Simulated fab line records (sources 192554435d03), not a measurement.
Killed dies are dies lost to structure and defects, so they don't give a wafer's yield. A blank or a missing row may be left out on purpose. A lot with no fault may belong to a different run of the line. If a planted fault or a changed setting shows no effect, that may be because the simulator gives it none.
fab line records -- flow n5Finfet
[record] lots = 5, wafers = 15, lastDay = 17
route steps=1938 shown MOL_CONTACT_COAG@532 BEOL_M4@1111 PASSIVATION@1936
lots with no fault: from the same line, run without faults
startH: the number of hours between the record's first day and the start of the first shown wafer of the lot -- waitH: hours from the lot's prior step to this one -- " identical to the entry in the row above -- L1.1+2: a row that stands for several wafers -- - either no value or no given start -- * or withheld: withheld -- < > ~ a bound
route shown NAME@n: NAME is a module with steps in the file, n the number in the route of the first one -- usual: mean and standard deviation over wafers with no fault -- same: alike in all rows -- chamber/n: place in a boat -- sites: readings site by site -- _std_site: standard deviation of those values -- _edge_site: the outer-site mean with the inner-site mean subtracted -- radiusMm: how far each site lies from the wafer's centre -- mask NAME#n: copy n -- behind: the last tool/chamber to shape the wafer -- hold: what put the lot on hold/how long, in hours/how the hold closed -- device: the n, p or np transistor that did not switch -- end of line: the tests these same wafers got at the end of their route -- a step with no rows: only its recipe -- killed: count of dies lost to structure and defects at first sort (not the wafer's yield) -- map: the dies of a wafer, with x for killed, . for not killed, _ for no die there
set.NAME: the run value of the setting; set.NAME@STEP: its run value at that earlier step -- model.NAME: the simulator's own value behind a step, which no gauge read
lots at some steps of the route; a table a step, a row a wafer
services: when a tool's chamber went out of use (startH, in hours from the record's first day, below 0 if earlier), for how many hours, and the reason
[[steps]]
[step N5_MOL_CONTACT_COAG_ETCH_106]
[recipe] chemistry = N2/H2, target = SOC, targetDepthA = 800, overetchA = 160, maskMaterial = SiARC, tempC = 40, timeS = 120, ionEnergyEv = 200, pressureMtorr = 30, sourceW = 840, biasW = 150, n2FlowSccm = 200, h2FlowSccm = 200
[usual] drypumpMotorCurrentA = 5.6/0.36, oesProductAu = 0.71/0.084, rfVppV = 524.9/2.8, showerheadPlenumPTorr = 2.58/0.097, throttleValvePct = 17.8/0.41
lot.wafer,tool,chamber,startH,waitH,drypumpMotorCurrentA,oesProductAu,rfHoursCounterH,rfVppV,showerheadPlenumPTorr,throttleValvePct
L263.1,rieDiel-01,1,95.19,0.0,5.1,0.65,189,525.6,2.65,18.4
L263.2,rieDiel-01,0,95.19,0.0,5.8,0.61,229,525.2,2.60,18.2
L263.5,rieDiel-01,3,95.19,0.0,5.6,0.74,-,526.7,2.57,17.4
L268.1,rieDiel-01,2,124.58,0.0,5.9,0.64,240,519.7,2.38,18.1
L268.2,rieDiel-01,0,124.58,0.0,5.8,0.61,242,525.5,2.60,18.2
L268.4,rieDiel-01,3,124.58,0.0,5.6,0.72,-,523.8,2.56,17.4
L271.4,rieDiel-01,3,142.65,0.0,5.6,0.71,-,525.0,2.56,17.4
L271.5,rieDiel-01,2,142.65,0.0,5.9,0.63,-,519.2,2.38,18.1
L271.6,rieDiel-01,1,142.65,0.0,5.1,0.62,-,525.2,2.64,18.4
L276.1,rieDiel-01,0,170.67,0.0,5.8,0.84,6,524.1,2.59,17.8
L276.2,rieDiel-01,3,170.67,0.0,5.6,0.70,106,524.9,2.55,17.5
L276.6,rieDiel-01,3,170.67,0.0,5.6,0.71,-,523.7,2.55,17.4
L283.2,rieDiel-03,3,217.99,0.0,5.5,0.72,99,528.4,2.65,17.5
L283.3,rieDiel-03,1,217.99,0.0,5.0,0.81,12,528.7,2.73,17.8
L283.5,rieDiel-03,2,217.99,0.0,6.0,0.77,-,525.8,2.67,17.3
[step N5_MOL_CONTACT_COAG_STRIP_107]
[recipe] chemistry = N2/H2, tempC = 40, n2FlowSccm = 200, h2FlowSccm = 200, rfFrequencyHz = 6e+07
[step N5_MOL_CONTACT_COAG_STRIP_108]
[recipe] chemistry = N2/H2, tempC = 40, n2FlowSccm = 200, h2FlowSccm = 200, rfFrequencyHz = 6e+07
[step N5_MOL_CONTACT_COAG_CONTACT_ETCH_14]
[recipe] chemistry = C4F6/O2, target = SiO2, targetDepthA = 275, overetchA = 85, maskMaterial = SOC, pressureMtorr = 30, sourceW = 370, biasW = 185, Ar_flow_sccm = 300, C4F6_flow_sccm = 16, O2_flow_sccm = 10, timeS = 20, ionEnergyEv = 259.6
[step N5_MOL_CONTACT_COAG_STRIP_109]
[recipe] chemistry = C4F6/O2, resist = SiARC, rfFrequencyHz = 6e+07
[step N5_MOL_CONTACT_COAG_ETCH_15]
[recipe] chemistry = CH3F/O2, target = SiNx, targetDepthA = 70, maskMaterial = SOC, stopOn = Si:P, overEtchFrac = 0.75, ionEnergyEv = 120, pressureMtorr = 30, sourceW = 395, biasW = 73, Ar_flow_sccm = 150, CH3F_flow_sccm = 30, O2_flow_sccm = 20
[step N5_MOL_CONTACT_COAG_ETCH_110]
[recipe] chemistry = CF4/O2, target = Si, targetDepthA = 25, timeS = 8, pressureMtorr = 100, sourceW = 200, biasW = 12, ionEnergyEv = 60, Ar_flow_sccm = 100, cf4FlowSccm = 100, O2_flow_sccm = 10
[usual] drypumpMotorCurrentA = 5.6/0.36, oesProductAu = 0.79/0.1, rfVppV = 127/3.8, showerheadPlenumPTorr = 2.26/0.08, throttleValvePct = 10.8/0.34
lot.wafer,tool,chamber,startH,waitH,drypumpMotorCurrentA,oesProductAu,rfHoursCounterH,rfVppV,showerheadPlenumPTorr,throttleValvePct
L263.1,rieDiel-01,1,95.39,0.0,5.0,0.71,189,122,2.31,11.1
L263.2,rieDiel-01,0,95.39,0.0,5.7,0.66,229,126,2.29,11.2
L263.5,rieDiel-01,3,95.39,0.0,5.6,0.81,-,129,2.24,10.4
L268.1,rieDiel-01,2,124.78,0.0,5.9,0.70,240,122,2.11,11.3
L268.2,rieDiel-01,0,124.78,0.0,5.8,0.66,243,127,2.28,11.2
L268.4,rieDiel-01,3,124.78,0.0,5.6,0.80,-,130,2.24,10.5
L271.4,rieDiel-01,3,142.83,0.0,5.6,0.78,-,129,2.24,10.5
L271.5,rieDiel-01,2,142.83,0.0,5.9,0.68,-,124,2.11,11.3
L271.6,rieDiel-01,1,142.83,0.0,5.0,0.70,-,122,2.30,11.1
L276.1,rieDiel-01,0,170.86,0.0,5.8,0.93,6,126,2.28,10.5
L276.2,rieDiel-01,3,170.86,0.0,5.6,0.76,106,129,2.23,10.5
L276.6,rieDiel-01,3,170.86,0.0,5.6,0.78,-,128,2.23,10.5
L283.2,rieDiel-03,3,218.19,0.0,5.4,0.78,99,133,2.33,10.7
L283.3,rieDiel-03,1,218.19,0.0,5.0,0.94,12,130,2.36,10.5
L283.5,rieDiel-03,2,218.19,0.0,6.0,0.88,-,131,2.35,10.4
[step N5_MOL_CONTACT_COAG_STRIP_98]
[recipe] chemistry = N2/H2, powerW = 500, tempC = 40, pressureMtorr = 50, rfFrequencyHz = 6e+07, overashFraction = 0.3, biasPowerW = 8, h2Frac = 0.5, n2FlowSccm = 300, h2FlowSccm = 300
[usual] drypumpMotorCurrentA = 5.6/0.36, oesProductAu = 0.79/0.099, rfVppV = 54.2/1.7, showerheadPlenumPTorr = 3.40/0.12, throttleValvePct = 18.9/0.75
lot.wafer,tool,chamber,startH,waitH,drypumpMotorCurrentA,oesProductAu,rfHoursCounterH,rfVppV,showerheadPlenumPTorr,throttleValvePct
L263.1,rieDiel-01,1,95.44,0.0,5.0,0.72,189,52.6,3.49,20.1
L263.2,rieDiel-01,0,95.44,0.0,5.8,0.67,229,51.0,3.44,19.6
L263.5,rieDiel-01,3,95.44,0.0,5.6,0.79,-,55.4,3.39,18.1
L268.1,rieDiel-01,2,124.82,0.0,6.0,0.70,240,54.0,3.15,18.9
L268.2,rieDiel-01,0,124.82,0.0,5.8,0.66,243,54.3,3.43,19.6
L268.4,rieDiel-01,3,124.82,0.0,5.6,0.80,-,55.2,3.38,18.1
L271.4,rieDiel-01,3,142.87,0.0,5.6,0.78,-,53.4,3.38,18.1
L271.5,rieDiel-01,2,142.87,0.0,5.9,0.69,-,53.3,3.15,19.0
L271.6,rieDiel-01,1,142.87,0.0,5.1,0.69,-,56.1,3.48,20.1
L276.1,rieDiel-01,0,170.91,0.0,5.8,0.96,6,54.4,3.42,19.2
L276.2,rieDiel-01,3,170.91,0.0,5.6,0.77,106,52.8,3.37,18.1
L276.6,rieDiel-01,3,170.91,0.0,5.5,0.77,-,57.0,3.37,18.2
L283.2,rieDiel-03,3,218.23,0.0,5.5,0.77,99,56.2,3.49,18.2
L283.3,rieDiel-03,1,218.23,0.0,5.1,0.93,12,50.7,3.59,18.8
L283.5,rieDiel-03,2,218.23,0.0,6.0,0.86,-,57.8,3.52,18.1
[step N5_MOL_CONTACT_COAG_CD_MEAS_99]
[recipe] targetCdNm = 17.2, polarity = opening
[usual] cdNm = 17.1/0.5
lot.wafer,tool,chamber,startH,waitH,cdNm
L263.1,cdSem-02,-,95.51,-,17.4
L263.2,cdSem-02,-,95.51,-,16.3
L263.5,cdSem-02,-,95.51,-,17.3
L268.1,cdSem-03,-,124.89,-,17.7
L268.2,cdSem-03,-,124.89,-,16.9
L268.4,cdSem-03,-,124.89,-,17.0
L271.4,cdSem-01,-,142.92,-,17.0
L271.5,cdSem-01,-,142.92,-,17.6
L271.6,cdSem-01,-,142.92,-,17.4
L276.1,cdSem-02,-,170.99,-,16.7
L276.2,cdSem-02,-,170.99,-,17.5
L276.6,cdSem-02,-,170.99,-,17.1
L283.2,cdSem-02,-,218.31,-,17.6
L283.3,cdSem-02,-,218.31,-,17.3
L283.5,cdSem-02,-,218.31,-,17.5
[step N5_MOL_CONTACT_COAG_IMPLANT_129]
[recipe] species = Ge, energyKev = 3, doseCm2 = 6e+14, tiltDeg = 0, rotationDeg = 0
[step N5_MOL_CONTACT_COAG_PRECLEAN_111]
[recipe] chemistry = NF3:NH3, afsCycles = 1, tempC = 30, timeS = 20, sublimationTempC = 180, sublimationTimeS = 60, pressureTorr = 3, rfPowerW = 30
[step N5_MOL_CONTACT_COAG_TI_SIL_19]
[recipe] material = Ti, targetThkA = 42, tempC = 200, chamberPressurePa = 5, powerW = 5000, timeS = 15
[usual] throttleValvePct = 29.8/1
lot.wafer,tool,chamber,startH,waitH,throttleValvePct
L263.1,pvdSputter-03,-,96.02,0.2,29.7
L263.2,pvdSputter-03,-,96.02,0.2,28.8
L263.5,pvdSputter-03,-,96.02,0.2,29.5
L268.1,pvdSputter-01,-,126.35,0.6,29.9
L268.2,pvdSputter-01,-,126.35,0.6,29.9
L268.4,pvdSputter-01,-,126.35,0.6,29.3
L271.4,pvdSputter-02,-,144.13,0.1,29.2
L271.5,pvdSputter-02,-,144.13,0.1,28.8
L271.6,pvdSputter-02,-,144.13,0.1,31.5
L276.1,pvdSputter-01,-,171.56,0.3,29.7
L276.2,pvdSputter-01,-,171.56,0.3,31.0
L276.6,pvdSputter-01,-,171.56,0.3,30.0
L283.2,pvdSputter-02,-,219.14,0.1,31.3
L283.3,pvdSputter-02,-,219.14,0.1,29.7
L283.5,pvdSputter-02,-,219.14,0.1,30.0
[step N5_MOL_CONTACT_COAG_ALD_20]
[recipe] material = TiN, targetThkA = 15, tempC = 400, aldPrecursorFamily = TiCl4, aldCoReactant = NH3, pulseTimeS = 1, purgeTimeS = 3, coReactantPurgeTimeS = 2, coReactantPulseTimeS = 2, aldCycles = 68, pressureTorr = 3
[usual] aldCycles = 68/0, heaterPowerOuterW = 555/100, heaterPowerW = 897/150, precursorPulseHeightRel = 1.002/0.02
[same] purgeTimeS = 3
lot.wafer,tool,chamber,startH,waitH,aldCycles,heaterPowerOuterW,heaterPowerW,precursorPulseHeightRel
L263.1,aldMetal-03,2,96.14,0.1,68,435,788,0.984
L263.2,aldMetal-03,1,96.14,0.1,68,765,1139,1.009
L263.5,aldMetal-03,2,96.14,0.1,68,434,798,0.998
L268.1,aldMetal-03,1,126.47,0.1,68,751,1166,0.969
L268.2,aldMetal-03,3,126.47,0.1,68,606,968,1.008
L268.4,aldMetal-03,1,126.47,0.1,68,741,1168,1.022
L271.4,aldMetal-01,2,144.25,0.1,68,563,967,0.983
L271.5,aldMetal-01,1,144.25,0.1,61,620,960,1.003
L271.6,aldMetal-01,2,144.25,0.1,68,588,948,0.993
L276.1,aldMetal-03,2,171.70,0.1,68,437,787,1.010
L276.2,aldMetal-03,0,171.70,0.1,68,406,689,1.027
L276.6,aldMetal-03,0,171.70,0.1,68,408,691,0.987
L283.2,aldMetal-01,0,219.26,0.1,68,461,732,0.974
L283.3,aldMetal-01,3,219.26,0.1,68,529,813,1.021
L283.5,aldMetal-01,0,219.26,0.1,68,462,716,1.004
[step N5_MOL_CONTACT_COAG_SIL_ANNEAL_21]
[recipe] tempC = 550, timeS = 60, ambient = N2
[usual] lampPowerPct = 6.03/0.13, lamp_zone_1_pct = 6.03/0.13, wafer_temp_C_max = 552.4/0.66
lot.wafer,tool,chamber,startH,waitH,lampPowerPct,lamp_zone_1_pct,wafer_temp_C_max
L263.1,rtpAnneal-01,0,96.51,0.2,6.20,6.20,551.7
L263.2,rtpAnneal-01,0,96.51,0.2,6.19,6.20,551.7
L263.5,rtpAnneal-01,0,96.51,0.2,6.19,6.20,551.7
L268.1,rtpAnneal-02,0,126.85,0.2,5.93,5.93,552.7
L268.2,rtpAnneal-02,0,126.85,0.2,5.93,5.93,551.7
L268.4,rtpAnneal-02,0,126.85,0.2,5.93,5.93,552.8
L271.4,rtpAnneal-02,0,144.72,0.3,5.94,5.93,552.6
L271.5,rtpAnneal-02,0,144.72,0.3,5.93,5.93,552.5
L271.6,rtpAnneal-02,0,144.72,0.3,5.93,5.93,552.9
L276.1,rtpAnneal-02,0,172.14,0.3,5.92,5.93,553.2
L276.2,rtpAnneal-02,0,172.14,0.3,5.93,5.93,552.8
L276.6,rtpAnneal-02,0,172.14,0.3,5.93,5.93,553.0
L283.2,rtpAnneal-02,0,219.66,0.2,5.93,5.93,552.7
L283.3,rtpAnneal-02,0,219.66,0.2,5.93,5.93,552.4
L283.5,rtpAnneal-02,0,219.66,0.2,5.92,5.94,553.6
[step N5_BEOL_M4_RC_MEAS_101]
[usual] DIBL_N = 37.5/2.5, DIBL_P = 38/3.1, IOFF_N = 0.19/0.059, IOFF_P = 0.24/0.061, ION_N = 679/16, ION_P = 465/9.8, SS_N = 72.0/0.8, SS_P = 73.7/0.86, VT_N = 248/4.5, VT_P = -249/3.5
lot.wafer,tool,chamber,startH,waitH,DIBL_N[mV/V],DIBL_P[mV/V],IOFF_N[nA/um],IOFF_P[nA/um],ION_N[uA/um],ION_P[uA/um],SS_N[mV/dec],SS_P[mV/dec],VT_N[mV],VT_P[mV]
L263.1,prober-02,0,169.76,0.0,37.1,39,0.19,0.25,682,466,71.6,73.0,248,-248
L263.2,prober-02,0,169.76,0.0,33.9,35,0.13,0.19,666,461,71.2,72.9,255,-249
L263.5,prober-02,0,169.76,0.0,38.0,40,0.21,0.28,687,466,72.3,73.5,247,-247
L268.1,prober-01,0,215.28,0.0,39.4,41,0.22,0.28,692,471,72.9,74.1,248,-248
L268.2,prober-01,0,215.28,0.0,42.2,45,0.33,0.38,704,473,73.8,75.4,241,-243
L268.4,prober-01,0,215.28,0.0,42.3,44,0.35,0.34,714,472,74.2,75.5,240,-243
L271.4,prober-01,0,225.88,0.5,40.4,40,0.25,0.35,711,486,72.9,74.3,243,-241
L271.5,prober-01,0,225.88,0.5,36.9,35,0.15,0.23,672,469,71.4,73.4,250,-247
L271.6,prober-01,0,225.88,0.5,37.5,36,0.16,0.23,686,472,71.7,73.4,252,-247
L276.1,prober-02,0,258.90,0.0,35.8,33,0.14,0.19,671,466,72.7,72.6,249,-251
L276.2,prober-02,0,258.90,0.0,40.6,41,0.23,0.31,673,461,72.9,74.7,246,-246
L276.6,prober-02,0,258.90,0.0,39.1,37,0.20,0.23,669,459,74.1,73.6,253,-251
L283.2,prober-01,0,310.58,0.2,43.1,44,0.36,0.33,707,474,73.5,74.9,239,-246
L283.3,prober-01,0,310.58,0.2,38.4,39,0.19,0.22,678,460,71.5,74.5,250,-252
L283.5,prober-01,0,310.58,0.2,38.9,38,0.22,0.23,681,459,72.7,74.1,247,-251
[step N5_PASSIVATION_PROBE_49]
[usual] defectLimitedYield = 91.0/1.4, killed_at_M0_to_M3 = 35/10, killed_at_M4_up = 14/5.5, killedAtContacts = 13/5.6, killedAtFrontEnd = 41/11, killedAtOther = 4/3.4, killedDies = 106/16, killedOnRim = 13/4, killedOpen = 68/12, killedShort = 35/7.3, sort_bin_4_leakage = 0.3/2.1, sort_bin_5_function = 5.3/0.89, sort_bin_6_memory = 3.4/0.67, sortNPass = 1070/28, sortYieldPct = 90.7/2.4
[same] grossDies = 1180, killedAtBackSide = 0, sort_bin_8_speed[%] = 0
lot.wafer,tool,chamber,startH,waitH,defectLimitedYield[%],killed_at_M0_to_M3,killed_at_M4_up,killedAtContacts,killedAtFrontEnd,killedAtOther,killedDies,killedOnRim,killedOpen,killedShort,sort_bin_4_leakage[%],sort_bin_5_function[%],sort_bin_6_memory[%],sortNPass,sortYieldPct[%]
L263.1,prober-01,-,278.73,0.0,90.3,35,13,21,42,3,114,12,72,40,0,5.9,3.6,1066,90.3
L263.2,prober-01,-,278.78,0.1,91.7,36,8,8,39,7,98,17,70,27,0,4.2,4.2,1082,91.7
L263.5,prober-01,-,278.93,0.2,92.4,40,13,8,21,8,90,11,70,18,0,4.6,2.6,1090,92.4
L268.1,prober-01,-,319.04,0.0,88.1,44,16,11,69,1,141,18,84,55,0,7.6,4.1,1039,88.1
L268.2,prober-01,-,319.09,0.1,90.3,37,13,13,50,1,114,15,70,42,1.9,5.9,3.1,1044,88.5
L268.4,prober-01,-,319.19,0.2,90.6,36,20,12,36,7,111,15,71,39,2.6,4.7,4.2,1038,88.0
L271.4,prober-01,-,320.82,0.2,93.0,27,19,4,33,0,83,8,61,21,0,4.7,2.0,1097,93.0
L271.5,prober-01,-,320.87,0.2,91.2,43,10,13,36,2,104,13,70,30,0,4.8,3.6,1076,91.2
L271.6,prober-01,-,320.92,0.3,89.7,58,11,11,37,4,121,11,77,39,0,5.7,4.2,1059,89.7
L276.1,prober-01,-,373.34,0.0,91.4,33,7,19,41,1,101,9,65,34,0,5.3,2.8,1079,91.4
L276.2,prober-01,-,373.39,0.1,91.9,25,9,16,43,3,96,10,64,31,0,4.4,3.4,1084,91.9
L276.6,prober-01,-,373.59,0.3,90.8,19,14,26,49,1,109,9,71,37,0,5.6,3.2,1071,90.8
L283.2,prober-01,-,415.51,0.1,93.1,22,10,8,38,4,82,9,60,18,6.2,3.3,3.2,1025,86.9
L283.3,prober-01,-,415.56,0.1,90.3,41,14,11,46,2,114,14,76,35,0,5.8,3.4,1066,90.3
L283.5,prober-01,-,415.66,0.2,90.9,30,12,12,49,4,107,8,64,42,0,5.9,2.9,1073,90.9
// killed by level:class
L263.1 MOL_CONTACT_COAG:geometricParticle:open=18 BEOL_M2:geometricParticle:open=11 GATE_CUT:geometricParticle:short=9 FIN_SAQP:geometricParticle:open=7 FIN_SAQP:geometricParticle:short=6 BEOL_M1:geometricParticle:open=6 STI_FIN_REVEAL:geometricParticle:open=4 GATE_CUT:geometricParticle:open=4
L263.2 FIN_SAQP:geometricParticle:open=11 BEOL_M1:geometricParticle:open=8 STI_FIN_REVEAL:geometricParticle:open=7 MOL_CONTACT_COAG:geometricParticle:open=7 BEOL_M0_SAQP:geometricParticle:open=7 GATE_CUT:geometricParticle:short=6 BEOL_M2:geometricParticle:open=5 GATE_CUT:geometricParticle:open=4
L263.5 BEOL_M3:geometricParticle:open=13 BEOL_M2:geometricParticle:open=9 MOL_CONTACT_COAG:geometricParticle:open=8 BEOL_M1:geometricParticle:open=7 BEOL_M5:geometricParticle:open=6 GATE_CUT:geometricParticle:short=5 GATE_CUT:geometricParticle:open=4 BEOL_M0:geometricParticle:open=4
L268.1 FIN_SAQP:geometricParticle:open=18 BEOL_M0_SAQP:geometricParticle:open=17 FIN_SAQP:geometricParticle:short=16 BEOL_M0_SAQP:geometricParticle:short=15 DUMMY_GATE:geometricParticle:open=10 MOL_CONTACT_COAG:geometricParticle:open=9 GATE_CUT:geometricParticle:short=8 BEOL_M2:geometricParticle:open=8
L268.2 FIN_SAQP:geometricParticle:short=13 MOL_CONTACT_COAG:geometricParticle:open=13 BEOL_M0_SAQP:geometricParticle:short=13 FIN_SAQP:geometricParticle:open=10 BEOL_M0_SAQP:geometricParticle:open=9 GATE_CUT:geometricParticle:short=7 DUMMY_GATE:geometricParticle:open=5 GATE_CUT:geometricParticle:open=5
L268.4 BEOL_M0_SAQP:geometricParticle:short=15 MOL_CONTACT_COAG:geometricParticle:open=12 BEOL_M4:geometricParticle:open=12 FIN_SAQP:geometricParticle:open=8 GATE_CUT:geometricParticle:short=7 BEOL_M0_SAQP:geometricParticle:open=7 GATE_CUT:geometricParticle:open=5 DUMMY_GATE:geometricParticle:open=4
L271.4 BEOL_M1:geometricParticle:open=11 BEOL_M4:geometricParticle:open=9 DUMMY_GATE:geometricParticle:open=8 FIN_SAQP:geometricParticle:open=6 STARTING-WAFER:geometricParticle:short=4 MOL_CONTACT_COAG:geometricParticle:open=4 BEOL_M3:geometricParticle:open=4 BEOL_M1:geometricParticle:short=3
L271.5 BEOL_M0_SAQP:geometricParticle:open=12 MOL_CONTACT_COAG:geometricParticle:open=10 BEOL_M0_SAQP:geometricParticle:short=10 BEOL_M1:geometricParticle:open=10 FIN_SAQP:geometricParticle:open=8 DUMMY_GATE:geometricParticle:open=8 FIN_SAQP:geometricParticle:short=6 STI_FIN_REVEAL:geometricParticle:open=4
L271.6 BEOL_M3:geometricParticle:open=19 FIN_SAQP:geometricParticle:open=11 BEOL_M0_SAQP:geometricParticle:short=9 BEOL_M0_SAQP:geometricParticle:open=8 BEOL_M2:geometricParticle:open=8 GATE_CUT:geometricParticle:short=6 MOL_CONTACT_COAG:geometricParticle:open=6 DUMMY_GATE:geometricParticle:open=5
L276.1 MOL_CONTACT_COAG:geometricParticle:open=14 FIN_SAQP:geometricParticle:open=10 BEOL_M0_SAQP:geometricParticle:open=9 STI_FIN_REVEAL:geometricParticle:open=8 BEOL_M0_SAQP:geometricParticle:short=7 ILD0:geometricParticle:open=5 BEOL_M2:geometricParticle:open=5 FIN_SAQP:geometricParticle:short=4
L276.2 BEOL_M0_SAQP:geometricParticle:short=13 FIN_SAQP:geometricParticle:open=12 MOL_CONTACT_COAG:geometricParticle:open=11 STI_FIN_REVEAL:geometricParticle:open=9 ILD0:geometricParticle:open=8 BEOL_M0_SAQP:geometricParticle:open=7 MOL_CONTACT_COAG:geometricParticle:short=5 BEOL_M4:geometricParticle:open=5
L276.6 MOL_CONTACT_COAG:geometricParticle:open=21 FIN_SAQP:geometricParticle:open=9 STI_FIN_REVEAL:geometricParticle:open=8 GATE_CUT:geometricParticle:short=6 FIN_SAQP:geometricParticle:short=5 MOL_CONTACT_COAG:geometricParticle:short=5 ILD0:geometricParticle:short=4 BEOL_M0_SAQP:geometricParticle:open=4
L283.2 STARTING-WAFER:geometricParticle:open=8 STI_FIN_REVEAL:geometricParticle:open=7 MOL_CONTACT_COAG:geometricParticle:open=7 BEOL_M0_SAQP:geometricParticle:open=6 BEOL_M3:geometricParticle:open=5 BEOL_M4:geometricParticle:open=5 FIN_SAQP:geometricParticle:short=4 GATE_CUT:geometricParticle:short=4
L283.3 FIN_SAQP:geometricParticle:open=14 MOL_CONTACT_COAG:geometricParticle:open=10 BEOL_M3:geometricParticle:open=10 STI_FIN_REVEAL:geometricParticle:open=9 BEOL_M1:geometricParticle:open=7 FIN_SAQP:geometricParticle:short=6 BEOL_M0_SAQP:geometricParticle:short=6 BEOL_M0_SAQP:geometricParticle:open=6
L283.5 FIN_SAQP:geometricParticle:open=13 MOL_CONTACT_COAG:geometricParticle:open=9 GATE_CUT:geometricParticle:short=8 FIN_SAQP:geometricParticle:short=7 BEOL_M3:geometricParticle:open=7 BEOL_M1:geometricParticle:short=5 BEOL_M1:geometricParticle:open=5 BEOL_M2:geometricParticle:open=5
[[services]]
tool,chamber,startH,hours,kind
aldMetal-03,0,83.19,60.3,repair
aldMetal-03,-,88.17,0.3,repair
rieDiel-01,3,91.95,1.8,repair
rieDiel-03,3,102.94,20.2,repair
rieDiel-03,2,110.03,1.3,repair
rieDiel-03,-,114.49,14.6,pm
rieDiel-01,3,120.80,2.2,repair
rieDiel-01,1,123.00,5.2,repair
pvdSputter-01,-,133.40,2.5,repair
rieDiel-01,0,141.30,-,clean
rieDiel-01,0,141.30,-,consumableReplace:focusRing
rieDiel-01,0,141.30,18.6,scheduledDown
rieDiel-01,0,141.30,18.6,ventCycle
rieDiel-03,1,157.81,-,clean
rieDiel-03,1,157.81,-,consumableReplace:focusRing
rieDiel-03,1,157.81,-,consumableReplace:showerhead
rieDiel-03,1,157.81,22.6,scheduledDown
rieDiel-03,1,157.81,22.6,ventCycle
rieDiel-01,2,159.92,-,clean
rieDiel-01,2,159.92,-,consumableReplace:focusRing
rieDiel-01,2,159.92,-,consumableReplace:showerhead
rieDiel-01,2,159.92,23.7,scheduledDown
rieDiel-01,2,159.92,23.7,ventCycle
rieDiel-03,0,167.94,1.8,repair
[[key]]
[firstSign] step = N5_MOL_CONTACT_COAG_ALD_20, reading = aldCycles, direction = down, sigmas = 99+, usual = *, struck = *
effect none on later readings
metAt N5_MOL_CONTACT_COAG_ALD_20
struckWafers L271.5
[fault] kind = processParameterDrift, tool = aldMetal-01, chamber = -, onsetH = 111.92, steps = N5_MOL_CONTACT_COAG_ALD_20, channel = aldCycles, offset = *, shape = step, endH = 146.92, scope = struckWafersOnly, actsIn = *, stated = *
